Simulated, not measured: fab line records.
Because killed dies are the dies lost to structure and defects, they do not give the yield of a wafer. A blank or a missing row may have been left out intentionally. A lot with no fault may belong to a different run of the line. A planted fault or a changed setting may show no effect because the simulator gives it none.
A lot that was struck, set against a sound lot    flow nand harc    40 out of 1302 route steps
Sound: the wafers L935.1, L935.3, L935.4. Struck: wafers L945.3, L945.5, L945.6. The cause is given at the end.
At each step with rows: each side's tool, then ch and its chambers, then its first start. Under that, the readings that differ: sound wafers    struck wafers    difference of the means    sigmas: that difference in standard deviations of wafers without a fault.
alike: words and numbers the same on both sides, and readings whose means are apart by under 2 such deviations; not compared: readings that were withheld, readings missing a value for some wafer, numbers with overlapping values and no deviation given by the record, and bounds like >300 which may hide the same value.
Wherever a step has rows on one side only, a row that says differs or no value, or a row with sigmas, the two part there. When numbers do not overlap yet have no deviation, they are printed without sigmas and do not part them. Lack of a reading on every wafer of one side parts them only where that side has two or more wafers.

NHARC_A_BLC_STRIP_29: strips in CF4.
  sound on rie diel-04 ch 0,1,2, day 27 01:01; struck on rie diel-04 ch 1,3, day 31 09:15
  alike: drypump motor current A, oes product au, rf vpp V, showerhead plenum p Torr, throttle valve pct
  not compared: rf hours counter h
then, 2 steps without rows for these wafers: NHARC_A_BLC_STRIP_21 (strips in O2); NHARC_A_BLC_STRIP_22 (strips in post etch residue remover, time 600 s).
NHARC_A_BLC_DEGAS_30: time 60 s.
  sound on pvd sputter-01, day 27 01:33; struck on pvd sputter-03, day 31 09:49
reading             sound        struck       difference  sigmas
heater power w (W)  363 404 455  545 541 483  +116        +2
then, 6 steps without rows for these wafers: NHARC_A_BLC_PRE_CLEAN_31 (time 15 s); NHARC_A_BLC_PVD_32 (deposits Ti, target thk 5 nm, time 17.7 s); NHARC_A_BLC_ALD_23 (deposits TiN, target thk 3 nm, pulse time 1 s, ald cycles 150); NHARC_A_BLC_CVD_24 (deposits W, target thk 150 nm, time 434 s); NHARC_A_BLC_CMP_25 (polishes, t overpolish 30 s, target thk 150 nm); NHARC_A_BLC_SRD_27.
NHARC_A_BLC_INSPECT_28:
  sound on defect inspect-01, day 27 02:56; struck on defect inspect-02, day 31 11:11
  alike: raw defect count
NHARC_A_M0_DEP_00: deposits SiOC, target thk 150 nm.
  sound on pecvd-01 ch 0,2, day 27 02:59; struck on pecvd-04 ch 1,2, day 31 11:19
  alike: rf fwd power W
then, 9 steps without rows for these wafers: NHARC_A_M0_DEHYDRATE_01 (time 120 s); NHARC_A_M0_HMDS_02 (time 30 s); NHARC_A_M0_COAT_33 (time 65 s); NHARC_A_M0_COAT_03 (resist thk 90 nm); NHARC_A_M0_SOFTBAKE_04 (time 55 s); NHARC_A_M0_EBR_05; NHARC_A_M0_EXPOSE_06 (exposes mask A M0, target cd 80 nm); NHARC_A_M0_PEB_07 (peb time 65 s); NHARC_A_M0_DEVELOP_08 (develop time 35 s).
NHARC_A_M0_CD_MEAS_09: target cd 80 nm.
  sound on cd sem-03 ch 0, day 27 03:42; struck on cd sem-02 ch 0, day 31 11:58
  alike: cd nm
NHARC_A_M0_OVL_MEAS_10: pitch 160 nm.
  sound on overlay-01, day 27 03:47; struck on overlay-02, day 31 12:04
  alike: overlay x nm, overlay y nm
NHARC_A_M0_INSPECT_11:
  sound on defect inspect-02, day 27 03:50; struck on defect inspect-02, day 31 12:05
  alike: raw defect count
then, 3 steps without rows for these wafers: NHARC_A_M0_DESCUM_14 (chemistry O2, time 3 s); NHARC_A_M0_ETCH_34 (etches the open film in N2/H2, target depth 40 nm, overetch 12 nm, time 43.94 s); NHARC_A_M0_ETCH_15 (etches the open film in C4F8/Ar, target depth 150 nm, overetch 15 nm, time 82.5 s).
NHARC_A_M0_CD_MEAS_16:
  sound on cd sem-03, day 27 04:11; struck on cd sem-03, day 31 12:28
  alike: cd nm
then, 3 steps without rows for these wafers: NHARC_A_M0_STRIP_18 (strips in N2/H2); NHARC_A_M0_STRIP_19 (strips in post etch residue remover, time 600 s); NHARC_A_M0_DEGAS_28 (time 60 s).
NHARC_A_M0_PRE_CLEAN_29: time 30 s.
  sound on pvd sputter-03; struck on pvd sputter-03
  alike: heater power w
NHARC_A_M0_PVD_20: deposits TaN, target thk 5 nm, time 8.06 s.
  sound on pvd sputter-03; struck on pvd sputter-03
  alike: bias v, throttle valve pct
then, 3 steps without rows for these wafers: NHARC_A_M0_PVD_21 (deposits Cu, target thk 30 nm, time 20.49 s); NHARC_A_M0_ECD_22 (material Cu, target thk 400 nm); NHARC_A_M0_ANNEAL_30 (time 90 s).
NHARC_A_M0_CMP_23: polishes, t overpolish 20 s, target thk 113.75 nm.
  sound on cmp-03 ch 0,1,3, day 27 05:53; struck on cmp-03 ch 0,1,2, day 31 14:14
  alike: motor current A, time to endpoint s
then, 1 step without rows for these wafers: NHARC_A_M0_SRD_25.
NHARC_A_M0_INSPECT_27:
  sound on defect inspect-02, day 27 06:22; struck on defect inspect-01, day 31 14:39
  alike: raw defect count
NHARC_END_SORT_01:
  the record has rows for the struck wafers here (prober-02 ch 0, day 33 05:27) and none for the sound ones

WHERE THEY PART
Last at NHARC_END_SORT_01 as far as this record goes, first at NHARC_A_BLC_DEGAS_30.

WHY: the cause the simulator had injected
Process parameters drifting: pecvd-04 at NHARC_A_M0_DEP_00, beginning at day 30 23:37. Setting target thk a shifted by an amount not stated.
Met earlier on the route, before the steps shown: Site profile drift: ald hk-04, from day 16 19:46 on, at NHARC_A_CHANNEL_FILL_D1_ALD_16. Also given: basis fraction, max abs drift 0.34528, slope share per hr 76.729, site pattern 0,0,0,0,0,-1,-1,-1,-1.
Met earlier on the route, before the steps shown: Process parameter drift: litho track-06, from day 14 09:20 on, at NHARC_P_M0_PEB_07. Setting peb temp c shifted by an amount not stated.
